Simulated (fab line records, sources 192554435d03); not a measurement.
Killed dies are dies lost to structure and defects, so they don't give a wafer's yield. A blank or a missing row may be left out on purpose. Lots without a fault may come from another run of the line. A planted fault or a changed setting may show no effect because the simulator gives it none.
fab line records | flow n5_finfet
record lots=24 wafers=72 last_day=18
route steps=1938 shown BEOL_M4@1091 BEOL_M5@1113
lots that met no fault: from a run of the same line without faults
start_h: hours from the record's first day to the start of the lot's first wafer shown | wait_h: hours since the lot's step before | " the same as in the row above | L1.1+2: a row that stands for several wafers | - no value, or no start given | * or withheld: withheld | < > ~ a bound
route shown NAME@n: a module of which the file shows steps, and the number in the route of the first | usual: mean/standard deviation of fault-free wafers | same: alike in all rows | chamber/n: place in a boat | sites: the reading at each site | _std_site: their standard deviation | _edge_site: outer sites' mean less inner sites' | radius_mm: how far each site lies from the wafer's centre | mask NAME#n: copy n | behind: the tool/chamber that last shaped the wafer | hold: why the lot was held/for how many hours/how that ended | device: the transistor (n, p or np) that didn't switch | end of line: the same wafers' tests at the end of the route | a step without rows: its recipe alone | killed: dies lost to structure and defects at the first sort, not the wafer's yield | map: a wafer's dies, x killed, . not, _ none there
set.NAME: the setting as run; set.NAME@STEP: as run at that earlier step | model.NAME: the simulator's own value behind a step, which no gauge read
steps of the route over a sample of lots; a table a step, a row a wafer
services: from which hour (start_h, from the record's first day; less than 0 if before it) a tool's chamber was out of use, for how many hours, and why
## steps
# step N5_BEOL_M4_ANNEAL_87
# recipe temp_c=400 time_s=240 ambient=vacuum
# usual heater_power_w=848/66
# columns lot.wafer tool chamber start_h wait_h heater_power_w
L074.3 pvd_sputter-01 - 166.42 0.0 845
L074.4 " - " " 910
L074.5 " - " " 847
L075.1 pvd_sputter-01 - 181.66 0.0 855
L075.2 " - " " 894
L075.5 " - " " 896
L076.2 pvd_sputter-03 - 187.98 0.0 735
L076.3 " - " " 847
L076.4 " - " " 822
L077.1 pvd_sputter-03 - 198.20 0.0 715
L077.3 " - " " 844
L077.4 " - " " 888
L078.1 pvd_sputter-03 - 201.68 0.0 717
L078.2 " - " " 887
L078.5 " - " " 828
L079.2 pvd_sputter-03 - 209.34 0.0 717
L079.4 " - " " 865
L079.6 " - " " 853
L080.1 pvd_sputter-03 - 219.72 0.0 738
L080.2 " - " " 847
L080.4 " - " " 922
L081.1 pvd_sputter-02 - 223.03 0.0 893
L081.3 " - " " 782
L081.6 " - " " 911
L083.1 pvd_sputter-02 - 224.97 0.0 891
L083.3 " - " " 800
L083.4 " - " " 913
L082.1 pvd_sputter-01 - 229.40 0.0 970
L082.3 " - " " 841
L082.5 " - " " 892
L084.1 pvd_sputter-01 - 234.33 0.0 859
L084.3 " - " " 963
L084.6 " - " " 833
L085.3 pvd_sputter-01 - 241.17 0.0 954
L085.4 " - " " 846
L085.5 " - " " 783
L086.4 pvd_sputter-02 - 249.02 0.0 795
L086.5 " - " " 762
L086.6 " - " " 883
L088.2 pvd_sputter-02 - 266.30 0.0 778
L088.4 " - " " 785
L088.5 " - " " 770
L087.1 pvd_sputter-01 - 272.32 0.0 884
L087.2 " - " " 792
L087.5 " - " " 887
L089.1 pvd_sputter-03 - 273.88 0.0 859
L089.5 " - " " 831
L089.6 " - " " 881
L091.2 pvd_sputter-02 - 277.04 0.0 896
L091.3 " - " " 778
L091.6 " - " " 776
L090.1 pvd_sputter-03 - 277.80 0.0 843
L090.2 " - " " 731
L090.5 " - " " 884
L093.3 pvd_sputter-01 - 300.27 0.0 892
L093.5 " - " " 894
L093.6 " - " " 796
L092.1 pvd_sputter-01 - 302.59 0.0 795
L092.3 " - " " 908
L092.4 " - " " 959
L094.1 pvd_sputter-03 - 307.07 0.0 729
L094.2 " - " " 849
L094.6 " - " " 714
L095.2 pvd_sputter-02 - 311.05 0.0 763
L095.3 " - " " 901
L095.5 " - " " 922
L096.1 pvd_sputter-03 - 314.34 0.0 865
L096.2 " - " " 881
L096.4 " - " " 707
L097.1 pvd_sputter-02 - 333.58 0.0 761
L097.4 " - " " 795
L097.6 " - " " 891
# step N5_BEOL_M4_THK_MEAS_53
# recipe thk_meas_gauge=xrf reads=Cu_of_BEOL_M4_ECD_50
# usual M4_THK=40.0/1.6
# columns lot.wafer tool chamber start_h wait_h M4_THK[nm]
L074.3 film_metro-01 - 168.22 - 40.1
L074.4 " - " " 37.6
L074.5 " - " " 40.9
L075.1 film_metro-02 - 183.65 - 39.7
L075.2 " - " " 38.7
L075.5 " - " " 40.2
L076.2 film_metro-01 - 193.64 - 37.2
L076.3 " - " " 38.5
L076.4 " - " " 38.5
L077.1 film_metro-02 - 200.01 - 38.5
L077.3 " - " " 40.4
L077.4 " - " " 38.6
L078.1 film_metro-02 - 203.49 - 40.6
L078.2 " - " " 39.2
L078.5 " - " " 38.7
L079.2 film_metro-02 - 211.15 - 36.8
L079.4 " - " " 39.8
L079.6 " - " " 38.5
L080.1 film_metro-01 - 222.34 - 41.3
L080.2 " - " " 39.3
L080.4 " - " " 40.5
L081.1 film_metro-02 - 224.83 - 37.8
L081.3 " - " " 38.5
L081.6 " - " " 38.3
L083.1 film_metro-02 - 226.77 - 38.5
L083.3 " - " " 38.7
L083.4 " - " " 39.3
L082.1 film_metro-02 - 231.22 - 40.4
L082.3 " - " " 40.8
L082.5 " - " " 38.8
L084.1 film_metro-02 - 236.25 - 40.4
L084.3 " - " " 41.4
L084.6 " - " " 40.9
L085.3 film_metro-02 - 242.98 - 37.5
L085.4 " - " " 37.3
L085.5 " - " " 39.2
L086.4 film_metro-02 - 250.84 - 39.9
L086.5 " - " " 40.2
L086.6 " - " " 41.6
L088.2 film_metro-02 - 268.12 - 40.1
L088.4 " - " " 39.5
L088.5 " - " " 40.2
L087.1 film_metro-01 - 274.48 - 40.4
L087.2 " - " " 40.4
L087.5 " - " " 40.6
L089.1 film_metro-01 - 275.80 - 40.4
L089.5 " - " " 40.9
L089.6 " - " " 39.4
L091.2 film_metro-01 - 278.86 - 39.4
L091.3 " - " " 37.8
L091.6 " - " " 40.4
L090.1 film_metro-02 - 279.61 - 40.9
L090.2 " - " " 40.2
L090.5 " - " " 40.5
L093.3 film_metro-02 - 302.30 - 41.2
L093.5 " - " " 41.6
L093.6 " - " " 45.0
L092.1 film_metro-01 - 304.45 - 39.9
L092.3 " - " " 37.9
L092.4 " - " " 41.1
L094.1 film_metro-02 - 308.87 - 42.2
L094.2 " - " " 42.3
L094.6 " - " " 44.7
L095.2 film_metro-01 - 312.86 - 43.0
L095.3 " - " " 40.7
L095.5 " - " " 42.1
L096.1 film_metro-02 - 316.15 - 40.7
L096.2 " - " " 43.8
L096.4 " - " " 41.0
L097.1 film_metro-01 - 335.86 - 39.7
L097.4 " - " " 40.4
L097.6 " - " " 41.8
# step N5_BEOL_M5_CURE_79
# recipe temp_c=385 time_s=240 ambient=He/Ar material=SiCOH_lowk
# usual lamp_power_pct=52.30/0.055 wafer_temp_C_max=386.6/0.78
# columns lot.wafer tool chamber start_h wait_h lamp_power_pct wafer_temp_C_max
L074.3 uv_cure-03 2 169.88 0.4 52.39 386.4
L074.4 " 2 " " 52.30 386.2
L074.5 " 2 " " 52.27 386.2
L075.1 uv_cure-03 1 184.99 0.0 52.38 387.9
L075.2 " 1 " " 52.21 387.9
L075.5 " 1 " " 52.35 388.1
L076.2 uv_cure-01 2 195.13 0.2 52.26 386.5
L076.3 " 2 " " 52.36 387.1
L076.4 " 2 " " 52.23 386.7
L077.1 uv_cure-02 0 201.34 0.0 52.33 386.2
L077.3 " 0 " " 52.25 386.1
L077.4 " 0 " " 52.32 386.3
L078.1 uv_cure-02 1 205.36 0.5 52.35 387.0
L078.2 " 1 " " 52.31 386.8
L078.5 " 1 " " 52.34 386.9
L079.2 uv_cure-03 2 212.96 0.5 52.33 386.1
L079.4 " 2 " " 52.37 386.2
L079.6 " 2 " " 52.22 385.7
L080.1 uv_cure-01 2 224.02 0.0 52.30 386.5
L080.2 " 2 " " 52.27 387.1
L080.4 " 2 " " 52.29 386.1
L081.1 uv_cure-01 1 226.25 0.1 52.23 386.5
L081.3 " 1 " " 52.31 386.2
L081.6 " 1 " " 52.31 386.1
L083.1 uv_cure-02 2 228.23 0.0 52.40 386.1
L083.3 " 2 " " 52.28 385.8
L083.4 " 2 " " 52.35 386.1
L082.1 uv_cure-02 0 232.55 0.0 52.22 385.8
L082.3 " 0 " " 52.23 385.9
L082.5 " 0 " " 52.30 386.2
L084.1 uv_cure-03 0 237.66 0.0 52.27 387.5
L084.3 " 0 " " 52.27 387.2
L084.6 " 0 " " 52.23 387.3
L085.3 uv_cure-01 1 244.68 0.2 52.28 385.6
L085.4 " 1 " " 52.34 386.2
L085.5 " 1 " " 52.35 385.9
L086.4 uv_cure-02 0 252.47 0.3 52.32 386.3
L086.5 " 0 " " 52.24 386.0
L086.6 " 0 " " 52.32 386.1
L088.2 uv_cure-03 2 269.58 0.1 52.30 386.1
L088.4 " 2 " " 52.28 386.6
L088.5 " 2 " " 52.14 386.4
L087.1 uv_cure-02 1 275.81 0.0 52.27 387.0
L087.2 " 1 " " 52.27 386.9
L087.5 " 1 " " 52.25 386.1
L089.1 uv_cure-02 0 277.14 0.0 52.29 386.2
L089.5 " 0 " " 52.24 386.2
L089.6 " 0 " " 52.32 386.0
L091.2 uv_cure-02 1 280.27 0.1 52.30 387.2
L091.3 " 1 " " 52.31 386.8
L091.6 " 1 " " 52.42 387.0
L090.1 uv_cure-02 2 280.94 0.0 52.31 385.7
L090.2 " 2 " " 52.31 386.2
L090.5 " 2 " " 52.28 385.8
L093.3 uv_cure-01 1 304.63 0.5 52.33 386.4
L093.5 " 1 " " 52.35 386.2
L093.6 " 1 " " 52.31 386.7
L092.1 uv_cure-03 2 305.86 0.0 52.28 385.8
L092.3 " 2 " " 52.37 386.3
L092.4 " 2 " " 52.30 386.8
L094.1 uv_cure-01 0 311.12 0.9 52.28 386.9
L094.2 " 0 " " 52.39 386.8
L094.6 " 0 " " 52.39 386.2
L095.2 uv_cure-03 0 314.27 0.1 52.26 387.6
L095.3 " 0 " " 52.33 388.2
L095.5 " 0 " " 52.27 388.0
L096.1 uv_cure-03 1 317.49 0.0 52.27 388.9
L096.2 " 1 " " 52.30 388.6
L096.4 " 1 " " 52.28 389.3
L097.1 uv_cure-02 0 337.43 0.0 52.23 386.3
L097.4 " 0 " " 52.25 386.1
L097.6 " 0 " " 52.38 385.7
# step N5_BEOL_M5_INSPECT_13
# recipe mode=adi inspect_instrument=brightfield
# usual raw_defect_count=443/120
# columns lot.wafer tool chamber start_h wait_h raw_defect_count
L074.3 defect_inspect-02 - 172.06 0.0 264
L074.4 " - " " 261
L074.5 " - " " 267
L075.1 defect_inspect-01 - 188.99 0.1 341
L075.2 " - " " 425
L075.5 " - " " 548
L076.2 defect_inspect-01 - 197.46 0.0 431
L076.3 " - " " 430
L076.4 " - " " 477
L077.1 defect_inspect-02 - 205.41 0.1 412
L077.3 " - " " 489
L077.4 " - " " 581
L078.1 defect_inspect-01 - 207.94 0.1 373
L078.2 " - " " 433
L078.5 " - " " 524
L079.2 defect_inspect-02 - 216.62 0.0 408
L079.4 " - " " 419
L079.6 " - " " 373
L080.1 defect_inspect-02 - 226.00 0.1 420
L080.2 " - " " 480
L080.4 " - " " 729
L081.1 defect_inspect-02 - 229.57 0.1 499
L081.3 " - " " 479
L081.6 " - " " 370
L083.1 defect_inspect-02 - 230.18 0.1 411
L083.3 " - " " 490
L083.4 " - " " 342
L082.1 defect_inspect-02 - 234.67 0.1 424
L082.3 " - " " 494
L082.5 " - " " 496
L084.1 defect_inspect-01 - 239.66 0.1 486
L084.3 " - " " 418
L084.6 " - " " 304
L085.3 defect_inspect-01 - 247.56 0.0 624
L085.4 " - " " 439
L085.5 " - " " 518
L086.4 defect_inspect-02 - 253.66 0.0 418
L086.5 " - " " 406
L086.6 " - " " 458
L088.2 defect_inspect-01 - 271.43 0.0 496
L088.4 " - " " 352
L088.5 " - " " 450
L087.1 defect_inspect-01 - 279.38 0.1 321
L087.2 " - " " 347
L087.5 " - " " 443
L089.1 defect_inspect-01 - 279.83 0.1 508
L089.5 " - " " 447
L089.6 " - " " 458
L091.2 defect_inspect-01 - 282.22 0.0 484
L091.3 " - " " 402
L091.6 " - " " 605
L090.1 defect_inspect-02 - 282.51 0.1 537
L090.2 " - " " 335
L090.5 " - " " 389
L093.3 defect_inspect-01 - 309.05 0.0 356
L093.5 " - " " 372
L093.6 " - " " 371
L092.1 defect_inspect-02 - 309.69 0.1 547
L092.3 " - " " 459
L092.4 " - " " 314
L094.1 defect_inspect-02 - 312.95 0.1 350
L094.2 " - " " 335
L094.6 " - " " 302
L095.2 defect_inspect-01 - 316.15 0.0 372
L095.3 " - " " 414
L095.5 " - " " 735
L096.1 defect_inspect-01 - 319.04 0.1 983
L096.2 " - " " 885
L096.4 " - " " 493
L097.1 defect_inspect-02 - 339.08 0.1 263
L097.4 " - " " 352
L097.6 " - " " 384
# step N5_BEOL_M5_HM_OPEN_17
# recipe chemistry=Cl2/BCl3 target_depth_a=200 overetch_a=60 target=TiN mask_material=SOC ion_energy_ev=150 pressure_mtorr=10 icp_w=1000 bias_w=126 Cl2_flow_sccm=53.25 bcl3_flow_sccm=21.75 Ar_flow_sccm=25
# usual bias_w=126.0/0.33 drypump_motor_current_A=5.86/0.28 oes_product_au=0.66/0.063 throttle_valve_pct=22.10/0.21
# columns lot.wafer tool chamber start_h wait_h bias_w drypump_motor_current_A oes_product_au rf_hours_counter_h throttle_valve_pct
L074.3 rie_metal-02 1 172.37 0.1 126.1 6.14 0.61 - 21.98
L074.4 " 0 " " 125.7 5.68 0.76 - 22.18
L074.5 " 1 " " 126.1 6.11 0.61 - 21.99
L075.1 rie_metal-01 0 189.27 0.0 126.3 5.44 0.59 72 22.02
L075.2 " 1 " " 126.6 6.15 0.65 47 22.37
L075.5 " 0 " " 126.2 5.41 0.60 - 22.01
L076.2 rie_metal-03 1 197.74 0.0 126.4 6.00 0.79 4 22.17
L076.3 " 1 " " 126.1 5.99 0.79 - 22.16
L076.4 " 0 " " 126.0 5.82 0.72 - 21.69
L077.1 rie_metal-01 1 205.83 0.0 126.5 6.13 0.65 48 22.36
L077.3 " 0 " " 125.5 5.44 0.60 - 22.01
L077.4 " 1 " " 126.2 6.13 0.65 - 22.36
L078.1 rie_metal-01 1 208.36 0.0 125.4 6.15 0.65 48 22.38
L078.2 " 0 " " 126.1 5.43 0.60 74 21.99
L078.5 " 1 " " 125.5 6.15 0.65 - 22.37
L079.2 rie_metal-01 0 216.90 0.0 126.0 5.42 0.59 74 22.01
L079.4 " 0 " " 125.8 5.44 0.60 - 22.00
L079.6 " 1 " " 126.2 6.13 0.65 - 22.38
L080.1 rie_metal-02 1 226.56 0.0 125.9 6.13 0.60 76 22.01
L080.2 " 0 " " 126.0 5.66 0.73 14 22.21
L080.4 " 1 " " 125.9 6.15 0.59 - 22.00
L081.1 rie_metal-02 0 229.85 0.0 125.5 5.68 0.73 14 22.22
L081.3 " 0 " " 125.7 5.71 0.74 - 22.19
L081.6 " 1 " " 125.6 6.14 0.60 - 22.01
L083.1 rie_metal-01 0 230.65 0.0 125.5 5.44 0.59 76 22.01
L083.3 " 0 " " 126.0 5.41 0.59 - 22.01
L083.4 " 1 " " 126.1 6.14 0.64 - 22.39
L082.1 rie_metal-03 1 235.39 0.0 126.2 6.05 0.77 8 22.19
L082.3 " 1 " " 126.4 6.03 0.77 - 22.18
L082.5 " 0 " " 126.2 5.80 0.71 - 21.68
L084.1 rie_metal-01 1 240.47 0.0 125.9 6.12 0.65 51 22.36
L084.3 " 1 " " 126.2 6.11 0.65 - 22.38
L084.6 " 1 " " 126.2 6.13 0.65 - 22.39
L085.3 rie_metal-02 0 247.87 0.1 125.6 5.71 0.73 - 22.19
L085.4 " 1 " " 126.1 6.14 0.60 - 21.99
L085.5 " 1 " " 125.5 6.12 0.60 - 21.99
L086.4 rie_metal-01 1 254.01 0.1 126.1 6.16 0.64 - 22.37
L086.5 " 1 " " 126.6 6.15 0.64 - 22.38
L086.6 " 0 " " 126.3 5.44 0.60 - 22.00
L088.2 rie_metal-03 1 271.80 0.0 125.9 6.04 0.75 11 22.19
L088.4 " 1 " " 126.3 6.05 0.76 - 22.20
L088.5 " 1 " " 126.0 6.05 0.75 - 22.19
L087.1 rie_metal-03 1 279.66 0.0 126.2 6.01 0.75 11 22.18
L087.2 " 0 " " 126.3 5.81 0.71 28 21.66
L087.5 " 1 " " 125.8 6.01 0.75 - 22.18
L089.1 rie_metal-01 1 280.13 0.0 125.4 6.13 0.64 55 22.39
L089.5 " 0 " " 125.8 5.42 0.59 - 22.02
L089.6 " 1 " " 125.5 6.18 0.63 - 22.37
L091.2 rie_metal-03 0 282.50 0.0 126.3 5.80 0.69 28 21.72
L091.3 " 1 " " 126.3 6.03 0.74 - 22.20
L091.6 " 0 " " 126.7 5.80 0.70 - 21.70
L090.1 rie_metal-02 0 282.79 0.0 125.6 5.69 0.72 19 22.20
L090.2 " 1 " " 126.1 6.14 0.59 81 22.01
L090.5 " 1 " " 126.0 6.13 0.58 - 22.02
L093.3 rie_metal-01 1 309.60 0.1 125.7 6.15 0.63 - 22.38
L093.5 " 1 " " 126.0 6.15 0.63 - 22.38
L093.6 " 0 " " 125.5 5.44 0.59 - 22.02
L092.1 rie_metal-01 1 310.11 0.0 125.9 6.17 0.64 55 22.38
L092.3 " 0 " " 125.9 5.44 0.59 - 22.01
L092.4 " 1 " " 125.7 6.16 0.64 - 22.38
L094.1 rie_metal-03 1 313.43 0.0 126.0 6.05 0.74 15 22.21
L094.2 " 0 " " 126.6 5.76 0.69 31 21.70
L094.6 " 1 " " 126.2 6.04 0.74 - 22.20
L095.2 rie_metal-02 1 316.44 0.0 126.0 6.12 0.59 85 22.02
L095.3 " 0 " " 126.3 5.71 0.71 - 22.22
L095.5 " 1 " " 126.3 6.12 0.59 - 22.01
L096.1 rie_metal-01 0 319.32 0.0 126.1 5.43 0.58 82 22.01
L096.2 " 1 " " 125.7 6.11 0.63 56 22.40
L096.4 " 0 " " 126.1 5.43 0.58 - 22.04
L097.1 rie_metal-02 1 339.37 0.0 126.3 6.13 0.59 87 22.01
L097.4 " 0 " " 126.2 5.72 0.69 - 22.21
L097.6 " 1 " " 126.3 6.12 0.58 - 22.03
# step N5_BEOL_M5_STRIP_19
# recipe chemistry=O2 power_w=400 temp_c=40 pressure_mtorr=30 rf_frequency_hz=6e+07 bias_power_w=0 overash_fraction=0.2 o2_flow_sccm=225
# usual drypump_motor_current_A=5.6/0.32 o2_flow_sccm=225.0/0.68 oes_product_au=0.80/0.094 rf_vpp_V=3.6/0.48 showerhead_plenum_p_Torr=2.11/0.077 throttle_valve_pct=16.58/0.26
# columns lot.wafer tool chamber start_h wait_h drypump_motor_current_A o2_flow_sccm oes_product_au rf_hours_counter_h rf_vpp_V showerhead_plenum_p_Torr throttle_valve_pct
L074.3 rie_diel-04 1 172.46 0.1 5.2 226.2 0.87 54 3.6 2.04 16.70
L074.4 " 2 " " 5.5 225.3 0.76 - 3.0 2.18 16.66
L074.5 " 1 " " 5.2 225.5 0.86 - 4.2 2.04 16.70
L075.1 rie_diel-02 2 189.52 0.2 6.0 225.2 0.73 165 3.8 2.00 16.60
L075.2 " 0 " " 5.8 226.2 0.71 220 3.0 2.15 16.79
L075.5 " 2 " " 6.0 225.2 0.73 - 3.9 2.00 16.60
L076.2 rie_diel-04 1 197.85 0.1 5.2 225.6 0.86 61 3.8 2.04 16.70
L076.3 " 3 " " 5.2 223.8 0.96 4 4.2 2.24 16.18
L076.4 " 2 " " 5.5 223.9 0.76 167 3.0 2.18 16.68
L077.1 rie_diel-01 1 205.94 0.1 5.8 224.9 0.71 218 4.4 2.08 17.09
L077.3 " 2 " " 5.4 226.4 0.86 48 3.4 2.04 16.19
L077.4 " 0 " " 5.9 224.9 0.82 73 3.3 2.13 16.32
L078.1 rie_diel-01 3 208.57 0.2 5.3 224.3 0.98 1 3.3 2.07 16.33
L078.2 " 0 " " 5.8 224.2 0.83 74 3.9 2.13 16.31
L078.5 " 3 " " 5.3 224.9 0.98 - 3.7 2.07 16.33
L079.2 rie_diel-02 1 217.02 0.1 5.7 225.2 0.93 26 3.5 2.23 16.43
L079.4 " 0 " " 5.8 224.8 0.70 229 3.8 2.15 16.81
L079.6 " 3 " " 5.9 224.5 0.69 - 3.2 2.16 16.80
L080.1 rie_diel-01 3 226.68 0.1 5.3 224.5 0.95 7 3.7 2.06 16.33
L080.2 " 0 " " 5.8 223.7 0.82 78 3.7 2.12 16.33
L080.4 " 2 " " 5.4 224.5 0.85 55 3.8 2.04 16.19
L081.1 rie_diel-04 3 229.96 0.1 5.2 224.6 0.92 14 4.2 2.23 16.20
L081.3 " 2 " " 5.5 226.3 0.74 178 3.2 2.18 16.70
L081.6 " 2 " " 5.5 226.4 0.74 - 3.2 2.18 16.68
L083.1 rie_diel-01 2 230.77 0.1 5.3 224.8 0.83 56 3.6 2.04 16.21
L083.3 " 0 " " 5.9 225.4 0.82 79 3.5 2.12 16.34
L083.4 " 3 " " 5.3 225.0 0.93 9 3.4 2.06 16.34
L082.1 rie_diel-02 1 235.62 0.2 5.7 225.0 0.92 33 3.1 2.23 16.42
L082.3 " 2 " " 6.0 224.7 0.72 181 4.2 1.99 16.62
L082.5 " 0 " " 5.8 225.9 0.70 - 4.2 2.15 16.83
L084.1 rie_diel-04 1 240.58 0.1 5.2 225.4 0.84 76 3.4 2.03 16.73
L084.3 " 2 " " 5.5 225.8 0.75 181 3.6 2.18 16.71
L084.6 " 2 " " 5.4 224.8 0.74 - 3.6 2.18 16.70
L085.3 rie_diel-04 0 248.05 0.2 4.9 225.5 0.72 214 3.6 2.16 16.78
L085.4 " 1 " " 5.2 225.9 0.84 77 3.3 2.03 16.73
L085.5 " 1 " " 5.2 226.0 0.84 - 4.2 2.03 16.75
L086.4 rie_diel-01 2 254.09 0.1 5.3 225.5 0.84 64 3.6 2.04 16.24
L086.5 " 1 " " 5.8 225.7 0.70 - 3.2 2.07 17.11
L086.6 " 0 " " 5.8 224.9 0.81 - 4.2 2.12 16.35
L088.2 rie_diel-02 1 271.95 0.1 5.7 224.1 0.90 42 3.2 2.23 16.44
L088.4 " 0 " " 5.8 224.4 0.68 244 3.6 2.15 16.84
L088.5 " 1 " " 5.7 225.4 0.90 - 3.4 2.23 16.45
L087.1 rie_diel-02 3 279.77 0.1 5.9 224.6 0.69 243 3.1 2.15 16.85
L087.2 " 2 " " 6.0 223.6 0.72 192 3.3 1.99 16.64
L087.5 " 3 " " 5.9 225.4 0.69 - 3.3 2.15 16.86
L089.1 rie_diel-01 0 280.24 0.1 5.9 224.2 0.80 95 4.2 2.12 16.35
L089.5 " 3 " " 5.3 224.7 0.91 - 4.0 2.06 16.36
L089.6 " 2 " " 5.4 224.8 0.83 - 3.3 2.04 16.23
L091.2 rie_diel-04 1 282.63 0.1 5.2 225.1 0.82 88 4.8 2.03 16.75
L091.3 " 0 " " 4.9 224.7 0.70 224 3.9 2.16 16.79
L091.6 " 2 " " 5.5 224.4 0.74 - 2.8 2.17 16.72
L090.1 rie_diel-01 0 282.90 0.1 5.9 224.1 0.80 96 3.1 2.12 16.36
L090.2 " 3 " " 5.3 225.0 0.91 26 3.0 2.06 16.39
L090.5 " 2 " " 5.3 224.8 0.83 - 3.7 2.03 16.24
L093.3 rie_diel-02 3 309.78 0.1 5.9 224.1 0.68 251 2.7 2.15 16.86
L093.5 " 3 " " 5.9 224.9 0.68 - 4.3 2.15 16.88
L093.6 " 1 " " 5.7 224.0 0.90 - 3.3 2.22 16.46
L092.1 rie_diel-04 0 310.42 0.3 5.0 223.9 0.70 231 4.0 2.16 16.81
L092.3 " 3 " " 5.2 225.1 0.87 38 4.6 2.22 16.24
L092.4 " 1 " " 5.2 225.0 0.82 95 2.8 2.02 16.77
L094.1 rie_diel-02 3 313.57 0.1 5.9 225.0 0.68 253 3.5 2.15 16.86
L094.2 " 2 " " 6.0 225.3 0.71 203 3.8 1.99 16.65
L094.6 " 3 " " 5.9 225.9 0.68 - 4.2 2.15 16.86
L095.2 rie_diel-02 2 316.55 0.1 6.0 225.1 0.70 204 4.2 1.99 16.65
L095.3 " 0 " " 5.8 224.8 1.00 0 2.7 2.14 16.38
L095.5 " 0 " " 5.8 225.3 1.00 - 4.2 2.14 16.38
L096.1 rie_diel-02 2 319.43 0.1 6.0 224.9 0.70 205 2.9 1.98 16.66
L096.2 " 1 " " 5.7 224.4 0.88 57 3.5 2.22 16.47
L096.4 " 1 " " 5.7 225.0 0.88 - 3.5 2.22 16.47
L097.1 rie_diel-01 2 339.48 0.1 5.3 224.4 0.79 90 3.0 2.03 16.27
L097.4 " 2 " " 5.3 225.3 0.79 - 4.6 2.03 16.27
L097.6 " 0 " " 5.9 224.4 0.77 - 3.5 2.11 16.39
## services
# columns tool chamber start_h hours kind
pvd_sputter-01 - 147.86 3.0 repair
uv_cure-03 - 161.84 7.5 pm
rie_metal-02 - 196.03 2.8 pm
rie_diel-01 - 196.89 8.3 repair
uv_cure-03 - 197.38 7.5 repair
uv_cure-01 - 205.80 1.4 repair
uv_cure-03 - 223.88 1.0 pm
pvd_sputter-03 - 229.48 0.6 repair
rie_metal-03 - 232.10 2.8 pm
uv_cure-01 - 232.42 2.1 pm
rie_diel-01 2 258.46 12.2 repair
uv_cure-03 - 259.79 2.1 pm
rie_metal-01 - 286.48 15.6 pm
rie_diel-02 0 296.99 - clean
rie_diel-02 0 296.99 - consumable_replace:focus_ring
rie_diel-02 0 296.99 19.5 scheduled_down
rie_diel-02 0 296.99 19.5 vent_cycle
uv_cure-02 - 304.13 7.5 pm
uv_cure-03 - 306.34 6.0 pm
rie_diel-02 3 316.53 - clean
rie_diel-02 3 316.53 - consumable_replace:focus_ring
rie_diel-02 3 316.53 36.0 scheduled_down
rie_diel-02 3 316.53 36.0 vent_cycle
rie_diel-01 1 323.28 2.4 repair
## key
fault none
